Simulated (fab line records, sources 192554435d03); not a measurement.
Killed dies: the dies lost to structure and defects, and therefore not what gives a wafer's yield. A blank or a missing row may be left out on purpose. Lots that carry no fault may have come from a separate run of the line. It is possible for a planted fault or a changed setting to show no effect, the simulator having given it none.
A lot that was struck, set against a sound lot :: flow n5_finfet :: 39 out of 1938 route steps
Sound: wafers L812.1, L812.4, L812.6. Struck: wafers L821.3, L821.6. (L821.2 of the same lot was not struck and is left out.) The cause comes at the end.
Order at every step that has rows: each side's tool, ch and its chambers, its first start. Under that, the readings that differ: sound wafers :: struck wafers :: difference of the means :: sigmas: that difference in standard deviations of wafers without a fault.
alike: readings whose means differ by less than 2 such deviations, and words and numbers that are the same on both sides. not compared: withheld readings, readings that some wafer has no value for, bounds like >300 that may hide the same value, and numbers for which the record gives no deviation and whose values overlap.
The two part at a step that has a row with sigmas, a row that says differs or no value, or rows on one side only. When numbers do not overlap yet have no deviation, they are printed without sigmas and do not part them. A reading missing from all wafers of one side parts the sides only when that side holds two or more wafers.

first, 9 steps without rows for these wafers: N5_BEOL_M12_SOFTBAKE_23 (time 60 s); N5_BEOL_M12_EXPOSE_25 (exposes mask M12); N5_BEOL_M12_PEB_26 (peb time 90 s); N5_BEOL_M12_DEVELOP_27 (develop time 45 s); N5_BEOL_M12_HARDBAKE_32 (time 120 s); N5_BEOL_M12_DESCUM_33 (chemistry O2, time 7.9 s); N5_BEOL_M12_ETCH_67 (etches SiARC in CF4, target depth 143 nm, time 238.3 s); N5_BEOL_M12_ETCH_68 (etches SOC in N2/H2, time 285 s); N5_BEOL_M12_STRIP_69 (strips in N2/H2).
N5_BEOL_M12_TRENCH_ETCH_34: etches SiOC in C4F8/O2/Ar, target depth 318.95 nm, time 125.5 s.
  sound on rie_diel-04 ch 1,2, day 11 20:08; struck on rie_diel-04 ch 0, day 14 13:37
reading: model.etch.depth_nm (nm)
sound: 319.3 323.8 322.1
struck: 514.6 514.9
difference: +193.0
sigmas: 
  alike: drypump_motor_current_A, oes_product_au, rf_vpp_V, showerhead_plenum_p_Torr, throttle_valve_pct
  not compared: rf_hours_counter_h
then, 1 step without rows for these wafers: N5_BEOL_M12_STRIP_70 (strips in C4F8/O2/Ar).
N5_BEOL_M12_OCD_MEAS_35:
  sound: ocd-01 at day 11 20:17; struck: ocd-01 at day 14 13:46
reading: trench_depth_nm (nm)
sound: 319 324 322
struck: 514 515
difference: +193
sigmas: +38
then, 11 steps without rows for these wafers: N5_BEOL_M12_STRIP_37 (strips in N2/H2); N5_BEOL_M12_ETCH_38 (etches SiCN in CF4/N2, target depth 68.7 nm, time 73.4 s); N5_BEOL_M12_PRECLEAN_39 (cleans in residue remover, time 60 s); N5_BEOL_M12_SRD_40 (time 30 s, dry time 30 s); N5_BEOL_M12_DEGAS_41 (time 60 s); N5_BEOL_M12_PRE_CLEAN_42 (time 30 s); N5_BEOL_M12_SPUTTER_43 (material TaN, target thk 15 nm, time 24.19 s); N5_BEOL_M12_SPUTTER_44 (material Ta, target thk 10 nm, time 16.13 s); N5_BEOL_M12_SPUTTER_45 (material Cu, target thk 80 nm, time 13.33 s); N5_BEOL_M12_ECD_47 (material Cu, target thk 720 nm); N5_BEOL_M12_ANNEAL_48 (time 90 s).
N5_BEOL_M12_CMP_49: polishes, stops on SiOC, t overpolish 20.6 s, target thk 320 nm.
  sound on cmp-04 ch 1,3, day 11 22:40; struck on cmp-02 ch 1, day 14 15:16
reading: model.Cu_of_BEOL_M12_ECD_47.thk_nm (nm)
sound: 320 324 323.8
struck: 515.2 516
difference: +193.0
sigmas: 
  alike: barrier_field_endpoint_s, head_pressure_psi, motor_current_A, overpolish_run_s, slurry_filter_dp_kPa
N5_BEOL_M12_THK_MEAS_50: measures by xrf.
  sound: film_metro-02 at day 11 22:58; struck: film_metro-01 at day 14 15:31
reading: M12_THK (nm)
sound: 325 328 328
struck: 539 540
difference: +212
sigmas: +35
then, 2 steps without rows for these wafers: N5_BEOL_M12_PRE_CLEAN_52 (time 15 s); N5_BEOL_M12_DEP_53 (deposits SiCN from 3MS/NH3, target thk 30 nm, time 10.5 s).
N5_BEOL_M12_RS_MEAS_54: a four-point-probe measurement.
  sound: film_metro-01 at day 11 23:05; struck: film_metro-02 at day 14 15:38
reading: M12_RS (ohm/sq)
sound: 0.0601 0.0592 0.0593
struck: 0.0366 0.0365
difference: -0.0230
sigmas: -23
then, 9 steps without rows for these wafers: N5_BEOL_M13_ILD_DEP_00 (deposits SiOC from DEMS/O2, target thk 837.92 nm, time 166.4 s); N5_BEOL_M13_COAT_58 (time 60 s, resist thk 89 nm); N5_BEOL_M13_COAT_04 (resist thk 400 nm); N5_BEOL_M13_EBR_06; N5_BEOL_M13_SOFTBAKE_05 (time 60 s); N5_BEOL_M13_EXPOSE_07 (exposes mask V12); N5_BEOL_M13_PEB_08 (peb time 90 s); N5_BEOL_M13_DEVELOP_09 (develop time 45 s); N5_BEOL_M13_HARDBAKE_14 (time 120 s).
N5_BEOL_M15_RC_MEAS_101:
  sound on prober-01 ch 0, day 12 23:26; struck on prober-02 ch 0, day 15 11:30
reading: SERP_M12 (ohm/um)
sound: 0.645 0.638 0.649
struck: 0.373 0.374
difference: -0.271
sigmas: -15

reading: SERP_M12_max_site (ohm/um)
sound: 0.650 0.653 0.656
struck: 0.378 0.380
difference: -0.274
sigmas: -15

reading: SERP_M14 (ohm/um)
sound: 0.156 0.154 0.154
struck: 0.170 0.170
difference: +0.015
sigmas: +3
  alike: COMB_M10, COMB_M11, COMB_M13, COMB_M14, COMB_M14_max_site, COMB_M15, COMB_M5, COMB_M5_max_site, COMB_M6, COMB_M7, COMB_M8, COMB_M9, COMB_M9_max_site, SERP_M10, SERP_M11, SERP_M13, SERP_M5, SERP_M6, SERP_M7, SERP_M8, SERP_M9
N5_PASSIVATION_PROBE_49:
  rows exist in the record for the sound wafers here (prober-02, day 13 16:42), none for the struck ones

== WHERE THEY PART ==
At N5_BEOL_M12_OCD_MEAS_35 first; at N5_PASSIVATION_PROBE_49 last (within this record only).

WHY: whatever the simulator had introduced
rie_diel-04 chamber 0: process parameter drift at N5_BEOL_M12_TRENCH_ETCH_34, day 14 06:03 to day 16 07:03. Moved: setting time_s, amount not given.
